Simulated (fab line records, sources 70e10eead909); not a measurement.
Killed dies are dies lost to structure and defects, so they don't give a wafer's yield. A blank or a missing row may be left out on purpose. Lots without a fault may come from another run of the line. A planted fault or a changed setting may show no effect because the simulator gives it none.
Which tool did it? | flow nand_harc | 14 lots, 42 wafers sampled, at 5 steps of a route of 1159

WHAT THE GAUGES READ, wafer by wafer
NHARC_END_SORT_01.
lot  | measured     | on        | killed_at_array | killed_at_other | killed_at_periphery | killed_dies | killed_open | killed_short
L212 | day 21 02:38 | prober-01 | 25 27 24        | 1 5 1           | 4 11 10             | 30 43 35    | 4 5 3       | 2 1 0
L213 | day 21 01:56 | prober-02 | 674 677 673     | 0 0 0           | 3 0 4               | 677 677 677 | 3 3 4       | 1 1 0
L214 | day 21 22:35 | prober-02 | 675 675 673     | 2 2 1           | 0 0 3               | 677 677 677 | 4 3 3       | 1 0 1
L216 | day 22 00:08 | prober-01 | 18 19 25        | 1 0 0           | 2 3 1               | 21 22 26    | 2 1 1       | 1 2 2

WHICH TOOL RAN EACH LOT (tool, then ch and the chambers of the sampled wafers, then the start)
lot  | NHARC_A_CONTACT_ETCH_134             | NHARC_A_CONTACT_ETCH_137             | NHARC_A_CONTACT_ETCH_139             | NHARC_A_CONTACT_ALD_18
L206 | har_cap_etch-02 ch 0, day 16 22:23   | har_cap_etch-02 ch 0, day 16 22:49   | har_cap_etch-02 ch 0, day 16 23:05   | ald_metal-01 ch 1,3, day 17 01:31
L207 | har_cap_etch-03 ch 1, day 17 06:37   | har_cap_etch-03 ch 1, day 17 07:03   | har_cap_etch-03 ch 1, day 17 07:19   | ald_metal-01 ch 0,2, day 17 08:53
L208 | har_cap_etch-02 ch 0, day 17 17:38   | har_cap_etch-02 ch 0, day 17 18:12   | har_cap_etch-02 ch 0, day 17 18:33   | ald_metal-04 ch 2,3, day 17 20:08
L211 | har_cap_etch-01 ch 0,1, day 18 11:14 | har_cap_etch-01 ch 0,1, day 18 11:40 | har_cap_etch-01 ch 0,1, day 18 11:55 | ald_metal-01 ch 0,1,3, day 18 13:32
L212 | har_cap_etch-01 ch 0,1, day 18 21:33 | har_cap_etch-01 ch 0,1, day 18 21:59 | har_cap_etch-01 ch 0,1, day 18 22:15 | ald_metal-01 ch 0,1,2, day 18 23:49
L213 | har_cap_etch-03 ch 0, day 19 00:34   | har_cap_etch-03 ch 0, day 19 00:59   | har_cap_etch-03 ch 0, day 19 01:15   | ald_metal-01 ch 1,2, day 19 02:51
L214 | har_cap_etch-03 ch 0,1, day 19 09:34 | har_cap_etch-03 ch 0,1, day 19 09:59 | har_cap_etch-03 ch 0,1, day 19 10:15 | ald_metal-01 ch 0,2, day 19 11:47
L216 | har_cap_etch-02 ch 0,1, day 19 12:34 | har_cap_etch-02 ch 0,1, day 19 12:59 | har_cap_etch-02 ch 0,1, day 19 13:16 | ald_metal-04 ch 2,3, day 19 14:44
L224 | har_cap_etch-01 ch 0,1, day 20 23:47 | har_cap_etch-01 ch 0,1, day 21 00:23 | har_cap_etch-01 ch 0,1, day 21 00:43 | ald_metal-03 ch 0,1,3, day 21 02:28
L225 | har_cap_etch-03 ch 0,1, day 22 02:56 | har_cap_etch-03 ch 0,1, day 22 03:23 | har_cap_etch-03 ch 0,1, day 22 03:38 | ald_metal-01 ch 0,3, day 22 05:09
L226 | har_cap_etch-02 ch 0,1, day 22 04:05 | har_cap_etch-02 ch 0,1, day 22 04:41 | har_cap_etch-02 ch 0,1, day 22 05:01 | ald_metal-03 ch 1,2,3, day 22 06:45
L227 | har_cap_etch-03 ch 0,1, day 22 08:53 | har_cap_etch-03 ch 0,1, day 22 09:20 | har_cap_etch-03 ch 0,1, day 22 09:35 | ald_metal-01 ch 0,1,2, day 22 11:17
L229 | har_cap_etch-01 ch 0,1, day 22 16:11 | har_cap_etch-01 ch 0,1, day 22 16:37 | har_cap_etch-01 ch 0,1, day 22 16:53 | ald_metal-03 ch 0,3, day 22 18:37
L228 | har_cap_etch-03 ch 0,1, day 22 22:04 | har_cap_etch-03 ch 0,1, day 22 22:31 | har_cap_etch-03 ch 0,1, day 22 22:45 | ald_metal-03 ch 0,1, day 23 00:23
- NHARC_A_CONTACT_ETCH_134: etches the open film in C4F8/O2/Ar, time 140 s, target depth 700 nm.
- NHARC_A_CONTACT_ETCH_137: etches the open film in C4F8/O2/Ar, time 132 s, target depth 1287 nm.
- NHARC_A_CONTACT_ETCH_139: etches the open film in C4F8/O2/Ar, time 137 s, target depth 590 nm.
- NHARC_A_CONTACT_ALD_18: deposits TiN, target thk 3 nm, pulse time 1 s, ald cycles 150.

WHAT THE TOOLS THEMSELVES READ (means of the sampled wafers that have a number; where no wafer has one, the mark that the record gives instead)
NHARC_A_CONTACT_ALD_18.
lot  | tool         | heater_power_w (W) | precursor_pulse_height_rel
L206 | ald_metal-01 | 1083               | 0.979
L207 | ald_metal-01 | 1174               | 1.014
L208 | ald_metal-04 | 1055               | 1.019
L211 | ald_metal-01 | 1114               | 0.999
L212 | ald_metal-01 | 1159               | 0.988
L213 | ald_metal-01 | 1123               | 0.975
L214 | ald_metal-01 | 1219               | 0.990
L216 | ald_metal-04 | 1087               | 0.995
L224 | ald_metal-03 | 1095               | 1.026
L225 | ald_metal-01 | 1131               | 1.006
L226 | ald_metal-03 | 1097               | 1.002
L227 | ald_metal-01 | 1169               | 1.001
L229 | ald_metal-03 | 1054               | 0.995
L228 | ald_metal-03 | 1139               | 1.025

THE ANSWER, worked out from the rows above alone
Rule: what is usual is taken from the lots themselves. Put in order of their means at a reading, lots are off if they are a third of the lots or fewer, leave a main group of 4 or more, and stand apart from it by a gap of 3 or more times the standard deviation of the main group's means; of several such gaps the widest counts. A main group whose means are all the same, to the digits that the tables above print for the reading, isn't used. A lot without any number at a reading at which 4 lots or more have one is off too. The other lots that the step has rows for count as sound. The gauges are gone through in route order, then the tools' own readings, and for those a lot's mean is taken as printed above. The first step at which some lot is off is used, and at that step the reading that is off furthest; a lot without a number counts as furthest.
No lot is off at any reading shown: from this, nothing can be told.

WHAT THE SIMULATOR HAD PUT IN
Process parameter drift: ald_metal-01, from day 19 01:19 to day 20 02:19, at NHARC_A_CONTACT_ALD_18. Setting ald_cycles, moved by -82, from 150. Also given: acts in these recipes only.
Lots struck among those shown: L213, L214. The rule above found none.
